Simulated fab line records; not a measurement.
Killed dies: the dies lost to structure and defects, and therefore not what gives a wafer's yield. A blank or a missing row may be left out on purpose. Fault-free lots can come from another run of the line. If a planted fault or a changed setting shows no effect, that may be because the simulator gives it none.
Comparing a struck lot with a sound one ; flow n5-finfet ; 14 steps out of a route of 1938
Sound: the wafers L109.3, L109.4, L109.6. Struck: wafer L119.2 (L119.5, L119.6, from the same lot, were not struck and are left out); the cause is given at the end.
At each step with rows: each side's tool, then ch and its chambers, then its first start. Under that, the readings that differ: sound wafers ; struck wafers ; difference of the means ; sigmas: that difference in standard deviations of wafers without a fault.
alike: readings with means less than 2 such deviations apart, plus words and numbers identical on both sides. not compared: withheld readings, readings lacking a value on some wafer, bounds such as >300 that could conceal the same value, and numbers that have no deviation in the record and whose values overlap.
The two part at a step that has a row with sigmas, a row that says differs or no value, or rows on one side only. When numbers do not overlap yet have no deviation, they are printed without sigmas and do not part them. Lack of a reading on every wafer of one side parts them only where that side has two or more wafers.

N5_BEOL_M15_SPUTTER_45: material Cu, target thk 100 nm, time 16.67 s.
  struck on pvd-sputter-03, day 15 07:07; sound on pvd-sputter-03, day 12 11:44
  alike: throttle-valve-pct
then, 2 steps without rows for these wafers: N5_BEOL_M15_ECD_47 (material Cu, target thk 1860 nm); N5_BEOL_M15_ANNEAL_48 (time 90 s).
N5_BEOL_M15_CMP_49: polishes, stops on SiO2, t overpolish 4.9 s, target thk 850 nm.
  sound on cmp-04 ch 0,3, day 12 12:25; struck on cmp-04 ch 1, day 15 07:53
reading;sound;struck;difference;sigmas
motor-current-A (A);8.8 8.4 8.3;7.4;-1.1;-2
  alike: barrier-field-endpoint-s, overpolish-run-s, slurry-flow-ml-min
N5_BEOL_M15_THK_MEAS_50: measures by xrf.
  struck on film-metro-02, day 15 08:04; sound on film-metro-01, day 12 12:43
  alike: M15_THK
then, 1 step without rows for these wafers: N5_BEOL_M15_PRE_CLEAN_52 (time 15 s).
N5_BEOL_M15_DEP_53: deposits SiCN from 3MS/NH3, target thk 50 nm, time 17.8 s.
  sound on pecvd-03 ch 0,1,2, day 12 12:46; struck on pecvd-03 ch 0, day 15 08:08
  alike: showerhead-plenum-p-Torr, throttle-valve-pct
N5_BEOL_M15_RS_MEAS_54: uses a four-point probe to measure.
  struck on film-metro-02, day 15 08:12; sound on film-metro-01, day 12 12:52
  alike: M15_RS
N5_BEOL_M15_INSPECT_55: inspects for defects (darkfield).
  struck on defect-inspect-02, day 15 08:13; sound on defect-inspect-02, day 12 12:53
reading;sound;struck;difference;sigmas
raw-defect-count;42 33 46;118;+78;+3
N5_BEOL_M15_RC_MEAS_101:
  sound on prober-01 ch 0, day 12 13:13; struck on prober-02 ch 0, day 15 08:24
reading;sound;struck;difference;sigmas
COMB_M10 (S/m);1.5e-11 1.3e-11 1.2e-11;2e-11;+7e-12;+2
SERP_M14 (ohm/um);0.165 0.160 0.159;0.172;+0.011;+2
  alike: COMB_M10_max_site, COMB_M11, COMB_M12, COMB_M13, COMB_M13_max_site, COMB_M14, COMB_M15, COMB_M5, COMB_M6, COMB_M7, COMB_M8, COMB_M9, SERP_M10, SERP_M11, SERP_M12, SERP_M13, SERP_M5, SERP_M6, SERP_M7, SERP_M8, SERP_M9
then, 1 step without rows for these wafers: N5_PASSIVATION_PECVD_00 (deposits SiO2 from SiH4/N2O, target thk 200 nm, time 11.2 s).
N5_MIM_BOT_DEGAS_01: time 60 s.
  struck on pvd-sputter-02, day 15 09:43; sound on pvd-sputter-01, day 12 13:56
reading;sound;struck;difference;sigmas
heater-power-w (W);414 422 384;479;+72;+2
N5_MIM_BOT_SPUTTER_00: material TiN, target thk 35 nm, time 89.7 s.
  struck on pvd-sputter-02, day 15 09:46; sound on pvd-sputter-01, day 12 13:58
reading;sound;struck;difference;sigmas
model.TiN_of_MIM_BOT_SPUTTER_00.thk-nm (nm);35 35 34.8;59.2;+24.3;
  alike: throttle-valve-pct
N5_MIM_TOP_ALD_00: deposits Al2O3, purge time 3 s, co reactant pulse time 3 s.
  the record has rows for the sound wafers here (ald-hk-01 ch 1,2, day 12 14:04) and none for the struck ones

== WHERE THEY PART ==
Earliest at N5_BEOL_M15_CMP_49; latest, in this record, at N5_MIM_TOP_ALD_00.

WHY: the cause the simulator had injected
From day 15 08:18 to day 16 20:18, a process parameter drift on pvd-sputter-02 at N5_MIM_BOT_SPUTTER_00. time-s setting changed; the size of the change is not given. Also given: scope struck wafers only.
